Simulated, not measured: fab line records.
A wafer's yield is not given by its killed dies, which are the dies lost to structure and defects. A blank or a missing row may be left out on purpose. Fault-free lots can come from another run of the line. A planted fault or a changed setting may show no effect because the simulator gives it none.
Matching of chambers || flow nand harc || rie diel-06 running NHARC_P_M2_DESCUM_14: 4 sister chambers
The step chemistry O2, time 3 s. 51 wafers are shown with their chamber, then 12 later ones without.

== EACH WAFER AND ITS CHAMBER ==
{"wafer": "L074.1", "chamber": 3, "showerhead plenum p Torr (Torr)": 1.85, "drypump motor current A (A)": 6.4, "oes product au (a.u.)": 0.984}
{"wafer": "L074.3", "chamber": 0, "showerhead plenum p Torr (Torr)": 1.83, "drypump motor current A (A)": 5.4, "oes product au (a.u.)": 1.013}
{"wafer": "L074.6", "chamber": 0, "showerhead plenum p Torr (Torr)": 1.83, "drypump motor current A (A)": 5.4, "oes product au (a.u.)": 1.006}
{"wafer": "L074.2", "chamber": 2, "showerhead plenum p Torr (Torr)": 2.07, "drypump motor current A (A)": 5.8, "oes product au (a.u.)": 0.995}
{"wafer": "L074.4", "chamber": 1, "showerhead plenum p Torr (Torr)": 1.97, "drypump motor current A (A)": 6.0, "oes product au (a.u.)": 1.012}
{"wafer": "L074.5", "chamber": 3, "showerhead plenum p Torr (Torr)": 1.85, "drypump motor current A (A)": 6.4, "oes product au (a.u.)": 0.994}
{"wafer": "L075.2", "chamber": 3, "showerhead plenum p Torr (Torr)": 1.85, "drypump motor current A (A)": 6.4, "oes product au (a.u.)": 0.994}
{"wafer": "L075.4", "chamber": 2, "showerhead plenum p Torr (Torr)": 2.07, "drypump motor current A (A)": 5.8, "oes product au (a.u.)": 1.007}
{"wafer": "L075.5", "chamber": 3, "showerhead plenum p Torr (Torr)": 1.85, "drypump motor current A (A)": 6.4, "oes product au (a.u.)": 0.980}
{"wafer": "L077.1", "chamber": 2, "showerhead plenum p Torr (Torr)": 2.07, "drypump motor current A (A)": 5.8, "oes product au (a.u.)": 0.989}
{"wafer": "L077.4", "chamber": 3, "showerhead plenum p Torr (Torr)": 1.85, "drypump motor current A (A)": 6.4, "oes product au (a.u.)": 0.988}
{"wafer": "L077.6", "chamber": 3, "showerhead plenum p Torr (Torr)": 1.85, "drypump motor current A (A)": 6.4, "oes product au (a.u.)": 0.997}
{"wafer": "L076.1", "chamber": 1, "showerhead plenum p Torr (Torr)": 1.97, "drypump motor current A (A)": 6.0, "oes product au (a.u.)": 1.003}
{"wafer": "L076.2", "chamber": 3, "showerhead plenum p Torr (Torr)": 1.85, "drypump motor current A (A)": 6.4, "oes product au (a.u.)": 0.997}
{"wafer": "L076.5", "chamber": 2, "showerhead plenum p Torr (Torr)": 2.07, "drypump motor current A (A)": 5.8, "oes product au (a.u.)": 1.011}
{"wafer": "L079.4", "chamber": 1, "showerhead plenum p Torr (Torr)": 1.97, "drypump motor current A (A)": 6.0, "oes product au (a.u.)": 0.993}
{"wafer": "L079.5", "chamber": 3, "showerhead plenum p Torr (Torr)": 1.85, "drypump motor current A (A)": 6.4, "oes product au (a.u.)": 0.989}
{"wafer": "L079.6", "chamber": 0, "showerhead plenum p Torr (Torr)": 1.83, "drypump motor current A (A)": 5.4, "oes product au (a.u.)": 1.003}
{"wafer": "L080.3", "chamber": 1, "showerhead plenum p Torr (Torr)": 1.97, "drypump motor current A (A)": 6.1, "oes product au (a.u.)": 0.994}
{"wafer": "L080.4", "chamber": 0, "showerhead plenum p Torr (Torr)": 1.82, "drypump motor current A (A)": 5.3, "oes product au (a.u.)": 1.003}
{"wafer": "L080.5", "chamber": 0, "showerhead plenum p Torr (Torr)": 1.82, "drypump motor current A (A)": 5.4, "oes product au (a.u.)": 1.011}
{"wafer": "L083.1", "chamber": 0, "showerhead plenum p Torr (Torr)": 1.82, "drypump motor current A (A)": 5.4, "oes product au (a.u.)": 1.012}
{"wafer": "L083.2", "chamber": 3, "showerhead plenum p Torr (Torr)": 1.85, "drypump motor current A (A)": 6.4, "oes product au (a.u.)": 0.982}
{"wafer": "L083.3", "chamber": 1, "showerhead plenum p Torr (Torr)": 1.97, "drypump motor current A (A)": 6.0, "oes product au (a.u.)": 0.986}
{"wafer": "L086.1", "chamber": 3, "showerhead plenum p Torr (Torr)": 1.85, "drypump motor current A (A)": 6.4, "oes product au (a.u.)": 0.991}
{"wafer": "L086.3", "chamber": 0, "showerhead plenum p Torr (Torr)": 1.82, "drypump motor current A (A)": 5.4, "oes product au (a.u.)": 1.011}
{"wafer": "L086.6", "chamber": 2, "showerhead plenum p Torr (Torr)": 2.07, "drypump motor current A (A)": 5.8, "oes product au (a.u.)": 1.014}
{"wafer": "L088.1", "chamber": 3, "showerhead plenum p Torr (Torr)": 1.85, "drypump motor current A (A)": 6.4, "oes product au (a.u.)": 1.001}
{"wafer": "L088.2", "chamber": 1, "showerhead plenum p Torr (Torr)": 1.97, "drypump motor current A (A)": 6.1, "oes product au (a.u.)": 1.008}
{"wafer": "L088.4", "chamber": 0, "showerhead plenum p Torr (Torr)": 1.82, "drypump motor current A (A)": 5.4, "oes product au (a.u.)": 1.016}
{"wafer": "L087.3", "chamber": 1, "showerhead plenum p Torr (Torr)": 1.97, "drypump motor current A (A)": 6.0, "oes product au (a.u.)": 0.999}
{"wafer": "L087.4", "chamber": 2, "showerhead plenum p Torr (Torr)": 2.07, "drypump motor current A (A)": 5.8, "oes product au (a.u.)": 1.001}
{"wafer": "L087.5", "chamber": 0, "showerhead plenum p Torr (Torr)": 1.82, "drypump motor current A (A)": 5.4, "oes product au (a.u.)": 1.008}
{"wafer": "L089.1", "chamber": 0, "showerhead plenum p Torr (Torr)": 1.82, "drypump motor current A (A)": 5.4, "oes product au (a.u.)": 0.996}
{"wafer": "L089.2", "chamber": 3, "showerhead plenum p Torr (Torr)": 1.85, "drypump motor current A (A)": 6.4, "oes product au (a.u.)": 0.979}
{"wafer": "L089.5", "chamber": 3, "showerhead plenum p Torr (Torr)": 1.85, "drypump motor current A (A)": 6.4, "oes product au (a.u.)": 0.989}
{"wafer": "L089.3", "chamber": 2, "showerhead plenum p Torr (Torr)": 2.07, "drypump motor current A (A)": 5.8, "oes product au (a.u.)": 1.007}
{"wafer": "L089.4", "chamber": 1, "showerhead plenum p Torr (Torr)": 1.97, "drypump motor current A (A)": 6.0, "oes product au (a.u.)": 0.997}
{"wafer": "L089.6", "chamber": 0, "showerhead plenum p Torr (Torr)": 1.82, "drypump motor current A (A)": 5.4, "oes product au (a.u.)": 1.001}
{"wafer": "L091.1", "chamber": 2, "showerhead plenum p Torr (Torr)": 2.07, "drypump motor current A (A)": 5.8, "oes product au (a.u.)": 0.997}
{"wafer": "L091.2", "chamber": 1, "showerhead plenum p Torr (Torr)": 1.97, "drypump motor current A (A)": 6.0, "oes product au (a.u.)": 1.001}
{"wafer": "L091.3", "chamber": 0, "showerhead plenum p Torr (Torr)": 1.82, "drypump motor current A (A)": 5.4, "oes product au (a.u.)": 0.998}
{"wafer": "L091.4", "chamber": 3, "showerhead plenum p Torr (Torr)": 1.85, "drypump motor current A (A)": 6.4, "oes product au (a.u.)": 0.989}
{"wafer": "L091.5", "chamber": 1, "showerhead plenum p Torr (Torr)": 1.97, "drypump motor current A (A)": 6.0, "oes product au (a.u.)": 0.996}
{"wafer": "L091.6", "chamber": 0, "showerhead plenum p Torr (Torr)": 1.82, "drypump motor current A (A)": 5.4, "oes product au (a.u.)": 1.009}
{"wafer": "L092.1", "chamber": 3, "showerhead plenum p Torr (Torr)": 1.85, "drypump motor current A (A)": 6.4, "oes product au (a.u.)": 0.985}
{"wafer": "L092.3", "chamber": 2, "showerhead plenum p Torr (Torr)": 2.07, "drypump motor current A (A)": 5.8, "oes product au (a.u.)": 0.997}
{"wafer": "L092.5", "chamber": 0, "showerhead plenum p Torr (Torr)": 1.82, "drypump motor current A (A)": 5.4, "oes product au (a.u.)": 0.999}
{"wafer": "L093.3", "chamber": 1, "showerhead plenum p Torr (Torr)": 1.97, "drypump motor current A (A)": 6.1, "oes product au (a.u.)": 0.991}
{"wafer": "L093.5", "chamber": 1, "showerhead plenum p Torr (Torr)": 1.97, "drypump motor current A (A)": 6.1, "oes product au (a.u.)": 1.002}
{"wafer": "L093.6", "chamber": 0, "showerhead plenum p Torr (Torr)": 1.82, "drypump motor current A (A)": 5.4, "oes product au (a.u.)": 1.002}

SIGNATURES, as means of the wafers listed above
{"reading": "showerhead plenum p Torr", "chamber 0": 1.8220, "chamber 1": 1.9700, "chamber 2": 2.0700, "chamber 3": 1.8500, "scatter within a chamber": 0.00226}
{"reading": "drypump motor current A", "chamber 0": 5.393, "chamber 1": 6.033, "chamber 2": 5.800, "chamber 3": 6.400, "scatter within a chamber": 0.0277}
{"reading": "oes product au", "chamber 0": 1.00587, "chamber 1": 0.99850, "chamber 2": 1.00200, "chamber 3": 0.98927, "scatter within a chamber": 0.00691}
Rule: a wafer lies at a distance from a chamber equal to the root of the sum of squares, over the readings, of (its reading less the chamber's mean, divided by the reading's scatter). If the next closest chamber is less than 2 further off than the closest, the wafer can't be placed; otherwise it belongs to the closest. The scatter: the root of (the sum of the squares of (reading less its chamber's mean) over the shown wafers, divided by (wafers less chambers)).

== WAFERS WITH NO CHAMBER GIVEN ==
{"wafer": "L095.1", "showerhead plenum p Torr (Torr)": 2.07, "drypump motor current A (A)": 5.8, "oes product au (a.u.)": 1.008}
{"wafer": "L095.2", "showerhead plenum p Torr (Torr)": 1.85, "drypump motor current A (A)": 6.4, "oes product au (a.u.)": 0.995}
{"wafer": "L095.3", "showerhead plenum p Torr (Torr)": 1.97, "drypump motor current A (A)": 6.0, "oes product au (a.u.)": 0.987}
{"wafer": "L095.4", "showerhead plenum p Torr (Torr)": 1.82, "drypump motor current A (A)": 5.4, "oes product au (a.u.)": 0.990}
{"wafer": "L095.5", "showerhead plenum p Torr (Torr)": 2.07, "drypump motor current A (A)": 5.7, "oes product au (a.u.)": 1.008}
{"wafer": "L095.6", "showerhead plenum p Torr (Torr)": 1.85, "drypump motor current A (A)": 6.4, "oes product au (a.u.)": 1.006}
{"wafer": "L096.1", "showerhead plenum p Torr (Torr)": 1.97, "drypump motor current A (A)": 6.0, "oes product au (a.u.)": 0.983}
{"wafer": "L096.3", "showerhead plenum p Torr (Torr)": 2.07, "drypump motor current A (A)": 5.8, "oes product au (a.u.)": 1.009}
{"wafer": "L096.4", "showerhead plenum p Torr (Torr)": 1.82, "drypump motor current A (A)": 5.4, "oes product au (a.u.)": 0.991}
{"wafer": "L097.3", "showerhead plenum p Torr (Torr)": 1.85, "drypump motor current A (A)": 6.4, "oes product au (a.u.)": 1.006}
{"wafer": "L097.4", "showerhead plenum p Torr (Torr)": 2.07, "drypump motor current A (A)": 5.8, "oes product au (a.u.)": 0.998}
{"wafer": "L097.6", "showerhead plenum p Torr (Torr)": 1.85, "drypump motor current A (A)": 6.4, "oes product au (a.u.)": 1.002}

== EACH ONE'S CHAMBER ==
{"wafer": "L095.1", "from the rows above": 2, "in truth": 2}
{"wafer": "L095.2", "from the rows above": 3, "in truth": 3}
{"wafer": "L095.3", "from the rows above": 1, "in truth": 1}
{"wafer": "L095.4", "from the rows above": 0, "in truth": 0}
{"wafer": "L095.5", "from the rows above": 2, "in truth": 2}
{"wafer": "L095.6", "from the rows above": 3, "in truth": 3}
{"wafer": "L096.1", "from the rows above": 1, "in truth": 1}
{"wafer": "L096.3", "from the rows above": 2, "in truth": 2}
{"wafer": "L096.4", "from the rows above": 0, "in truth": 0}
{"wafer": "L097.3", "from the rows above": 3, "in truth": 3}
{"wafer": "L097.4", "from the rows above": 2, "in truth": 2}
{"wafer": "L097.6", "from the rows above": 3, "in truth": 3}
Correctly placed: 12 of 12. Can't be placed from these rows: 0. 0 placed wrongly.
